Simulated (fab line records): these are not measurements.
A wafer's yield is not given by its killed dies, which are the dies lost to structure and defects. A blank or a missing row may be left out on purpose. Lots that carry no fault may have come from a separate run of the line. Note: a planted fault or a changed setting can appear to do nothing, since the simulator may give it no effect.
One fault seen from 2 desks | flow n5Finfet | each desk has only its own numbers; what lay behind them comes last

DESK OF THE TOOL OWNER: pecvd-02
The tool's own readings at N5_BEOL_M7_ILD_DEP_00 (deposits SiCOH lowk from DEMS/porogen, target thk 179.75 nm, time 33.4 s): means of the sampled wafers that have a number, for each lot that ran on this tool. Any lot whose mean is over 4 standard deviations away from the usual mean is out of limits and marked OUT; that distance is given in the brackets.
Columns: A = heaterPowerW at N5_BEOL_M7_ILD_DEP_00, usual 292 W; B = rfFwdPowerW at N5_BEOL_M7_ILD_DEP_00, usual 495.7 W; C = showerheadPlenumPTorr at N5_BEOL_M7_ILD_DEP_00, usual 5.743 Torr; D = throttleValvePct at N5_BEOL_M7_ILD_DEP_00, usual 13.9 %
lot  | first seen here | A   | B     | C     | D
L525 | day 10 02:40    | 313 | 495.5 | 5.755 | 13.5
L527 | day 11 00:22    | 261 | 496.9 | 5.749 | 13.4
L528 | day 11 05:24    | 311 | 497.2 | 5.747 | 13.5
This desk's verdict: no lot among the 3 shows anything out of limits.

METROLOGY DESK
Means of the sampled wafers that have a number, per lot and without regard to the tool the lot ran on: this is what the gauges read. Any lot whose mean is over 4 standard deviations away from the usual mean is out of limits and marked OUT; that distance is given in the brackets.
Columns: A = M6_THK at N5_BEOL_M6_THK_MEAS_53, usual 78.3 nm; B = M7_ILD_THK at N5_BEOL_M7_THK_MEAS_01, usual 154.9 nm
lot  | first seen here | A    | B
L522 | day 9 11:38     | 76.7 | 153.4
L525 | day 10 02:29    | 79.5 | 156.6
L523 | day 10 04:58    | 79.2 | 155.5
L527 | day 11 00:11    | 76.1 | 156.2
L528 | day 11 05:10    | 79.7 | 158.6
L533 | day 12 08:29    | 79.1 | 153.0
L538 | day 13 13:40    | 78.4 | 155.7
L539 | day 13 19:36    | 78.9 | 154.2
L540 | day 13 21:03    | 76.8 | 153.6
L541 | day 14 14:34    | 76.8 | 155.1
L542 | day 14 15:08    | 80.7 | 155.0
This desk's verdict: no lot among the 11 shows anything out of limits.

BROUGHT TOGETHER
The tool owner's desk saw nothing out of limits.
Metrology desk: nothing out of limits seen.

WHAT THE SIMULATOR HAD PUT IN
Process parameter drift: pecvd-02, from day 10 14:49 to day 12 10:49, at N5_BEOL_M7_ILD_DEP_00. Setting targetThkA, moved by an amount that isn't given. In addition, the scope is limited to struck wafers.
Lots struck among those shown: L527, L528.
